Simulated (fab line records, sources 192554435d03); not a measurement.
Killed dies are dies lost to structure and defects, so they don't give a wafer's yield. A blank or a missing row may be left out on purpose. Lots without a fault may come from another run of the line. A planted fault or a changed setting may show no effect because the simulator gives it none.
Chamber matching | flow n5_finfet | N5_BEOL_M15_ETCH_57 on rie_diel-05: 4 sister chambers
The step etches SOC in N2/H2, time 750 s. 4 wafers are shown with their chamber, then 9 later ones without.

WAFERS WITH THEIR CHAMBER
wafer  | chamber | showerhead_plenum_p_Torr (Torr)
L076.5 | 2       | 2.51
L084.6 | 3       | 2.50
L090.4 | 1       | 2.53
L090.5 | 0       | 2.69

WAFERS WITHOUT THEIR CHAMBER
wafer  | showerhead_plenum_p_Torr (Torr)
L091.1 | 2.50
L091.2 | 2.53
L091.3 | 2.50
L094.1 | 2.52
L094.5 | 2.68
L094.6 | 2.52
L096.1 | 2.52
L096.2 | 2.68
L096.4 | 2.49

WHICH CHAMBER EACH WENT THROUGH
wafer  | from the rows above          | in truth
L091.1 | can't be placed: 3 or 2      | 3
L091.2 | 1                            | 1
L091.3 | can't be placed: 3 or 2      | 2
L094.1 | can't be placed: 1 or 2 or 3 | 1
L094.5 | 0                            | 0
L094.6 | can't be placed: 1 or 2 or 3 | 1
L096.1 | can't be placed: 1 or 2 or 3 | 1
L096.2 | 0                            | 0
L096.4 | can't be placed: 3 or 2      | 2
Placed correctly: 3 of 9. Can't be placed from these rows: 6 (the true chamber is among the candidates in 6). Placed wrongly: 0.
How it was worked out, from the rows above alone: a wafer's distance from a chamber is the root of the sum, over the readings, of the square of ((its reading less the chamber's mean) divided by the reading's scatter). The wafer belongs to the nearest chamber; if the next one is less than 2 further off, it can't be placed. A chamber's mean is the mean of its shown wafers. The scatter: with one shown wafer a chamber, the root of the mean of the squares of how far each hidden wafer lies from its nearest shown one.
